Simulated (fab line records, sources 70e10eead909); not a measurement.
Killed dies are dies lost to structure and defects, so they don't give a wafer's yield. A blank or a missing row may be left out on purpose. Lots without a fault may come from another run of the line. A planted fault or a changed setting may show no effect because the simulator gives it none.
A struck lot beside a sound one | flow nand_harc | 15 steps out of a route of 1302
Sound: wafers L635.2, L635.3, L635.5. Struck: wafer L636.5. (L636.2 of the same lot was not struck and is left out.) The cause comes at the end.
At each step with rows: each side's tool, then ch and its chambers, then its first start. Under that, the readings that differ: sound wafers | struck wafers | difference of the means | sigmas: that difference in standard deviations of wafers without a fault.
alike: readings whose means differ by less than 2 such deviations, and words and numbers that are the same on both sides. not compared: withheld readings, readings that some wafer has no value for, bounds like >300 that may hide the same value, and numbers for which the record gives no deviation and whose values overlap.
The two part at a step that has a row with sigmas, a row that says differs or no value, or rows on one side only. Numbers that don't overlap but have no deviation are shown without sigmas and don't part them. A reading that every wafer of one side lacks parts them only if that side has two wafers or more.

NHARC_A_DECK1_JOINT_ETCHBACK_07: etches the open film in HBr, target depth 105 nm, time 26.9 s.
  sound on rie_si-05 ch 0,1,2, day 15 21:05; struck on rie_si-01 ch 2, day 17 01:03
  reading               | sound             | struck | difference | sigmas
  oes_product_au (a.u.) | 0.992 1.003 0.971 | 1.013  | +0.024     | +2
  alike: chamber_pressure_mTorr, drypump_motor_current_A, rf_fwd_power_W, throttle_valve_pct
  not compared: rf_hours_counter_h
then, 8 steps without rows for these wafers: NHARC_A_DECK1_JOINT_ETCH_25 (etches SiO2 in dHF, target depth 0.5 nm); NHARC_A_DECK1_JOINT_ETCH_19 (etches poly-Si in TMAH, target depth 3 nm); NHARC_A_DECK1_JOINT_ETCH_18 (etches SiO2 in dHF, target depth 3 nm); NHARC_A_DECK1_JOINT_WET_08 (chemistry H3PO4, time 86 s); NHARC_A_DECK1_JOINT_ETCH_09 (etches SiO2 in dHF, target depth 5 nm); NHARC_A_DECK1_JOINT_WET_10 (chemistry H3PO4, time 86 s); NHARC_A_DECK1_JOINT_ETCH_11 (etches SiO2 in dHF, target depth 35 nm); NHARC_A_DECK1_JOINT_CVD_12 (deposits poly-Si, target thk 90 nm, time 1800 s).
NHARC_A_DECK1_JOINT_CMP_13: polishes, target thk 51.023 nm.
  sound on cmp-01 ch 0,1,3, day 16 07:35; struck on cmp-02 ch 2, day 17 11:22
  alike: motor_current_A, time_to_endpoint_s
NHARC_A_DECK1_JOINT_THK_MEAS_14: measures by ellipsometry.
  sound on film_metro-02, day 16 07:51; struck on film_metro-01, day 17 11:34
  alike: thk_nm
then, 1 step without rows for these wafers: NHARC_A_DECK1_JOINT_SRD_04.
NHARC_A_DECK1_JOINT_ETCHBACK_00: etches the open film in HBr, target depth 30 nm, time 17.4 s.
  sound on rie_si-05 ch 0,2,3, day 16 07:59; struck on rie_si-05 ch 1, day 17 11:43
  reading                     | sound             | struck | difference | sigmas
  drypump_motor_current_A (A) | 6.3 6.3 6.2       | 5.0    | -1.3       | -2
  oes_product_au (a.u.)       | 1.010 0.996 1.016 | 0.782  | -0.225     | -19
  alike: chamber_pressure_mTorr, rf_fwd_power_W, throttle_valve_pct
  not compared: rf_hours_counter_h
then, 1 step without rows for these wafers: NHARC_A_DECK1_JOINT_PRECLEAN_30 (cleans in SC1).
-- the record jumps here: 13 days lie between the struck wafers' starts before and after (it left off in module A_DECK1_JOINT and takes up again in module END, whose first step shown is number 1302 of the route) --
NHARC_END_SORT_01:
  sound on prober-02 ch 0, day 30 05:21; struck on prober-01 ch 0, day 30 07:44
  alike: killed_at_array, killed_at_other, killed_at_periphery, killed_dies, killed_open, killed_short

WHERE THEY PART
First at NHARC_A_DECK1_JOINT_ETCHBACK_07; last, within this record, at NHARC_A_DECK1_JOINT_ETCHBACK_00. Later steps at which nothing parts them and some readings are alike: NHARC_END_SORT_01.

WHY: what the simulator had put in
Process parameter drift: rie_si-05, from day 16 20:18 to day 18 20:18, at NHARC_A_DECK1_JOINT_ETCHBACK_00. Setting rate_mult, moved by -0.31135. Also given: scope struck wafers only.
